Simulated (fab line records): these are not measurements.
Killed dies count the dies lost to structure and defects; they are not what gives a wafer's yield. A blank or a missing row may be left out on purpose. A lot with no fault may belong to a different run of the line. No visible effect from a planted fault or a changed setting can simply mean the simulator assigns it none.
fab line records    flow nandHarc
[record] lots = 14  wafers = 41  lastDay = 34
route steps=1302 shown A_CHANNEL_HOLE_D2@607 A_CHANNEL_FILL_D2@613
lots that met no fault: from a run of the same line without faults
startH: start of the lot's first displayed wafer, in hours after the record's first day    waitH: how many hours have passed since the lot's step before this one    " unchanged from the row above    L1.1+2: a row that stands for several wafers    - no value present, or no start provided    * or withheld: withheld    < > ~ a bound
route shown NAME@n: names a module that has steps shown in the file, with the first one's number in the route    usual: mean/standard deviation of fault-free wafers    same: alike in all rows    chamber/n: place in a boat    sites: per-site readings    _std_site: their standard deviation    _edge_site: outer sites' mean less inner sites'    radiusMm: how far each site lies from the wafer's centre    mask NAME#n: copy n    behind: the tool/chamber that last shaped the wafer    hold: why the lot was held/for how many hours/how that ended    device: transistor that didn't switch, given as n, p or np    end of line: tests run on the same wafers once the route is complete    for a step that has no rows: nothing shown but its recipe    killed: dies lost to structure and defects at the first sort, not the wafer's yield    map: per-die view of a wafer (x killed, . not killed, _ where there is no die)
set.NAME: the setting as run; set.NAME@STEP: as run at that earlier step    model.NAME: the simulator's own value behind a step, which no gauge read
the route's steps for a sample of lots (tables are steps, rows are wafers)
services: the hour from which a tool's chamber was out of use, counted from the record's first day as startH (under 0 if before that day), plus the number of hours and why
[[steps]]
[step NHARC_A_CHANNEL_HOLE_D2_CD_MEAS_31]
[usual] cdNm = 90.6/1.3
lot.wafer  tool      chamber  startH  waitH  cdNm
L127.4     cdSem-02  -        299.37  -      88.1
L127.5     "         -        "       "      88.9
L127.6     "         -        "       "      89.5
L128.1     cdSem-03  -        307.57  -      91.9
L128.5     "         -        "       "      90.3
L128.6     "         -        "       "      90.4
L129.1     cdSem-03  -        312.57  -      88.3
L129.2     "         -        "       "      89.2
L129.5     "         -        "       "      87.5
L130.1     cdSem-02  -        328.82  -      91.0
L130.4     "         -        "       "      88.9
L130.6     "         -        "       "      90.4
L131.1     cdSem-01  -        335.94  -      91.1
L131.3     "         -        "       "      91.1
L131.6     "         -        "       "      92.4
L134.1     cdSem-01  -        357.86  -      92.1
L134.3     "         -        "       "      88.6
L134.5     "         -        "       "      91.6
L136.1     cdSem-03  -        378.13  -      89.8
L136.2     "         -        "       "      91.3
L136.4     "         -        "       "      88.9
L135.2     cdSem-02  -        378.40  -      90.1
L135.4     "         -        "       "      90.6
L135.5     "         -        "       "      90.7
L137.2     cdSem-03  -        403.02  -      90.7
L137.5     "         -        "       "      92.0
L137.6     "         -        "       "      91.0
L143.2     cdSem-03  -        464.13  -      91.4
L143.3     "         -        "       "      90.5
L148.1     cdSem-03  -        498.40  -      90.0
L148.3     "         -        "       "      90.0
L148.6     "         -        "       "      90.6
L147.2     cdSem-01  -        502.37  -      91.5
L147.4     "         -        "       "      91.1
L147.5     "         -        "       "      89.5
L149.1     cdSem-01  -        513.34  -      90.9
L149.2     "         -        "       "      89.7
L149.3     "         -        "       "      89.4
L150.1     cdSem-03  -        534.04  -      90.8
L150.2     "         -        "       "      90.2
L150.3     "         -        "       "      90.4
[step NHARC_A_CHANNEL_HOLE_D2_XSEM_32]
[recipe] landingEnergyEv = 35000
[usual] botCdNm = 75.2/1.3  bowNm = 8.62/0.22  tiltDeg = 0.07/0.05
lot.wafer  tool     chamber  startH  waitH  botCdNm  bowNm  tiltDeg
L127.4     xsem-02  0        299.46  0.1    73.4     8.48   0.04
L127.5     "        0        "       "      73.4     8.50   0.04
L127.6     "        0        "       "      73.7     8.42   0.04
L128.1     xsem-02  0        307.66  0.1    75.2     8.38   0.08
L128.5     "        0        "       "      74.1     8.45   0.08
L128.6     "        0        "       "      73.9     8.45   0.08
L129.1     xsem-02  0        312.66  0.1    73.2     8.50   0.02
L129.2     "        0        "       "      74.5     8.47   0.02
L129.5     "        0        "       "      72.5     8.54   0.02
L130.1     xsem-02  0        328.91  0.1    76.0     9.19   0.03
L130.4     "        0        "       "      73.6     9.21   0.03
L130.6     "        0        "       "      75.3     9.09   0.03
L131.1     xsem-02  0        336.03  0.1    74.3     8.66   0.05
L131.3     "        0        "       "      74.7     8.64   0.05
L131.6     "        0        "       "      76.0     8.76   0.05
L134.1     xsem-02  0        357.96  0.1    76.6     8.93   0.06
L134.3     "        0        "       "      73.9     8.90   0.06
L134.5     "        0        "       "      76.4     8.77   0.06
L136.1     xsem-02  0        378.22  0.1    74.3     8.63   0.10
L136.2     "        0        "       "      75.2     8.55   0.10
L136.4     "        0        "       "      72.8     8.62   0.10
L135.2     xsem-02  0        378.49  0.1    75.0     8.47   0.01
L135.4     "        0        "       "      76.3     8.60   0.01
L135.5     "        0        "       "      77.2     8.49   0.01
L137.2     xsem-01  0        403.11  0.1    75.5     8.36   0.10
L137.5     "        0        "       "      76.0     8.43   0.10
L137.6     "        0        "       "      75.1     8.39   0.10
L143.2     xsem-02  0        464.22  0.1    76.3     8.54   0.17
L143.3     "        0        "       "      75.8     8.40   0.16
L148.1     xsem-02  0        498.49  0.1    76.0     8.41   0.10
L148.3     "        0        "       "      75.7     8.45   0.10
L148.6     "        0        "       "      77.3     8.35   0.10
L147.2     xsem-01  0        502.46  0.1    76.4     8.96   0.01
L147.4     "        0        "       "      75.6     8.93   0.01
L147.5     "        0        "       "      74.7     8.88   0.01
L149.1     xsem-02  0        513.43  0.1    75.1     8.68   0.02
L149.2     "        0        "       "      73.2     8.56   0.02
L149.3     "        0        "       "      74.0     8.69   0.02
L150.1     xsem-02  0        534.14  0.1    75.3     8.70   0.05
L150.2     "        0        "       "      75.1     8.72   0.06
L150.3     "        0        "       "      75.0     8.69   0.05
[step NHARC_A_CHANNEL_FILL_D2_ALD_03]
[recipe] targetThkA = 60  pulseTimeS = 60  aldCycles = 58  tempC = 630  pressureTorr = 2  material = SiNx
[usual] precursorPulseHeightRel = 1.000/0.02
lot.wafer  tool            chamber  startH  waitH  precursorPulseHeightRel
L127.4     aldSinBatch-02  0        -       -      0.989
L127.5     "               0        "       "      0.991
L127.6     "               0        "       "      1.005
L128.1     aldSinBatch-02  0        -       -      1.039
L128.5     "               0        "       "      1.010
L128.6     "               0        "       "      0.979
L129.1     aldSinBatch-02  0        -       -      1.001
L129.2     "               0        "       "      1.033
L129.5     "               0        "       "      1.008
L130.1     aldSinBatch-01  0        -       -      0.973
L130.4     "               0        "       "      1.045
L130.6     "               0        "       "      0.979
L131.1     aldSinBatch-02  0        -       -      0.965
L131.3     "               0        "       "      1.008
L131.6     "               0        "       "      0.997
L134.1     aldSinBatch-03  0        -       -      0.994
L134.3     "               0        "       "      1.034
L134.5     "               0        "       "      1.016
L135.2     aldSinBatch-02  0        -       -      1.001
L135.4     "               0        "       "      1.030
L135.5     "               0        "       "      1.002
L136.1     aldSinBatch-02  0        -       -      1.003
L136.2     "               0        "       "      1.028
L136.4     "               0        "       "      0.991
L137.2     aldSinBatch-02  0        -       -      0.980
L137.5     "               0        "       "      0.989
L137.6     "               0        "       "      1.032
L143.2     aldSinBatch-01  0        -       -      0.983
L143.3     "               0        "       "      1.006
L147.2     aldSinBatch-01  0        -       -      0.991
L147.4     "               0        "       "      0.983
L147.5     "               0        "       "      0.990
L148.1     aldSinBatch-01  0        -       -      1.005
L148.3     "               0        "       "      0.996
L148.6     "               0        "       "      0.998
L149.1     aldSinBatch-03  0        -       -      0.982
L149.2     "               0        "       "      1.009
L149.3     "               0        "       "      0.983
L150.1     aldSinBatch-02  0        -       -      0.974
L150.2     "               0        "       "      1.042
L150.3     "               0        "       "      0.986
[step NHARC_A_CHANNEL_FILL_D2_ETCHBACK_08]
[recipe] targetDepthA = 2200  timeS = 110  c4f8FlowSccm = 20  arFlowSccm = withheld  rfW = 600  biasW = 300  chemistry = C4F8
[usual] oesProductAu = 0.96/0.034  rfVppV = 440.4/2.5  runLengthS = 131.2/0.4
lot.wafer  tool        chamber  startH  waitH  oesProductAu  rfHoursCounterH  rfVppV  runLengthS
L127.4     rieDiel-02  3        342.04  -      0.91          3                438.2   130.5
L127.6     "           3        "       "      0.92          -                437.9   130.4
L127.5     "           0        "       "      0.94          -                441.2   131.6
L128.1     rieDiel-02  2        351.24  -      0.94          3                440.7   131.9
L128.6     "           3        "       "      0.92          -                438.3   130.3
L128.5     "           0        "       "      0.95          -                443.8   131.0
L129.2     rieDiel-03  2        354.88  -      0.96          2                445.7   131.5
L129.1     "           0        "       "      0.97          2                442.5   131.4
L129.5     "           2        "       "      0.97          -                445.2   131.5
L130.4     rieDiel-03  1        370.93  -      0.96          2                438.8   131.4
L130.1     "           2        "       "      0.98          2                445.3   131.3
L130.6     "           2        "       "      0.96          -                445.0   131.3
L131.1     rieDiel-03  2        376.70  -      0.99          2                445.1   131.5
L131.3     "           1        "       "      1.01          2                438.3   131.5
L131.6     "           3        "       "      1.00          -                438.4   131.4
L134.1     rieDiel-03  1        397.26  -      0.92          3                438.3   131.4
L134.3     "           2        "       "      0.92          3                443.7   131.2
L134.5     "           3        "       "      0.92          -                438.2   131.6
L136.1     rieDiel-03  2        424.33  -      0.98          4                444.1   131.1
L136.2     "           3        "       "      0.98          4                439.2   131.9
L136.4     "           0        "       "      1.00          4                442.0   131.3
L135.2     rieDiel-02  0        424.43  -      1.01          1                442.5   131.1
L135.4     "           1        "       "      1.02          1                437.8   131.2
L135.5     "           3        "       "      1.00          -                437.7   130.5
L137.2     rieDiel-02  3        446.25  -      0.98          1                439.0   130.4
L137.5     "           1        "       "      1.00          -                439.7   131.3
L137.6     "           2        "       "      1.01          -                439.1   131.5
L143.3     rieDiel-02  2        503.60  -      0.93          3                439.6   131.6
L143.2     "           3        "       "      0.92          3                437.9   153.9
L147.4     rieDiel-02  0        542.01  -      0.92          5                442.0   154.5
L147.2     "           1        "       "      0.93          5                439.1   153.9
L147.5     "           3        "       "      0.91          -                436.9   130.5
L148.1     rieDiel-05  3        542.09  -      0.92          17               436.7   131.0
L148.3     "           2        "       "      0.94          18               435.3   130.4
L148.6     "           3        "       "      0.92          -                437.9   131.1
L149.3     rieDiel-03  0        557.44  -      1.00          2                443.1   131.9
L149.1     "           1        "       "      1.00          2                439.7   131.3
L149.2     "           2        "       "      0.99          2                442.2   131.2
L150.2     rieDiel-03  0        577.52  -      1.00          3                441.4   132.1
L150.3     "           2        "       "      0.98          3                445.0   131.2
L150.1     "           3        "       "      0.99          3                440.4   131.4
[[services]]
tool            chamber  startH  hours  kind
rieDiel-03      -        281.30  9.0    pm
rieDiel-03      0        281.30  9.0    ventCycle
rieDiel-03      1        281.30  9.0    ventCycle
rieDiel-03      2        281.30  9.0    ventCycle
rieDiel-03      3        281.30  9.0    ventCycle
rieDiel-03      1        294.82  5.3    repair
xsem-02         -        322.58  0.1    repair
rieDiel-03      -        330.66  0.8    repair
rieDiel-05      0        352.48  4.3    repair
rieDiel-05      3        355.78  9.2    repair
xsem-01         -        374.00  14.0   pm
rieDiel-02      -        393.70  9.0    pm
rieDiel-05      -        407.13  9.0    pm
rieDiel-03      2        426.47  1.2    repair
rieDiel-03      2        429.23  7.0    repair
rieDiel-03      1        432.24  6.1    repair
rieDiel-03      0        441.84  12.4   repair
rieDiel-05      2        456.28  9.0    repair
rieDiel-03      -        458.30  9.0    pm
aldSinBatch-03  -        460.13  8.0    repair
rieDiel-02      0        462.49  7.7    repair
rieDiel-05      3        463.61  8.2    repair
aldSinBatch-01  -        507.32  26.0   pm
rieDiel-02      -        570.70  9.0    pm
[[key]]
[firstSign] step = NHARC_A_CHANNEL_FILL_D2_ETCHBACK_08  reading = runLengthS  direction = up  sigmas = 57  usual = *  struck = *
effect none on later readings
metAt NHARC_A_CHANNEL_FILL_D2_ETCHBACK_08
struckLots L143,L147
struckWafers L143.2,L147.2,L147.4
testerLeftOut L143,L147
notActingAt NHARC_A_CHANNEL_HOLE_D2_CD_MEAS_31,NHARC_A_CHANNEL_HOLE_D2_XSEM_32,NHARC_A_CHANNEL_FILL_D2_ALD_03
onsetBetween 446.25 503.60
[fault] kind = processParameterDrift  tool = rieDiel-02  chamber = -  onsetH = 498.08  steps = NHARC_A_CHANNEL_FILL_D2_ETCHBACK_08  channel = timeS  offset = *  shape = step  endH = 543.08  scope = struckWafersOnly  actsIn = *  stated = *
// testerLeftOut: of these lots the tester's yield and bins aren't shown, on N5 and GAA mostly nor the transistor test; their killed dies are dies lost to structure and defects alone, not to doping, threshold or leakage, so they don't give the yield
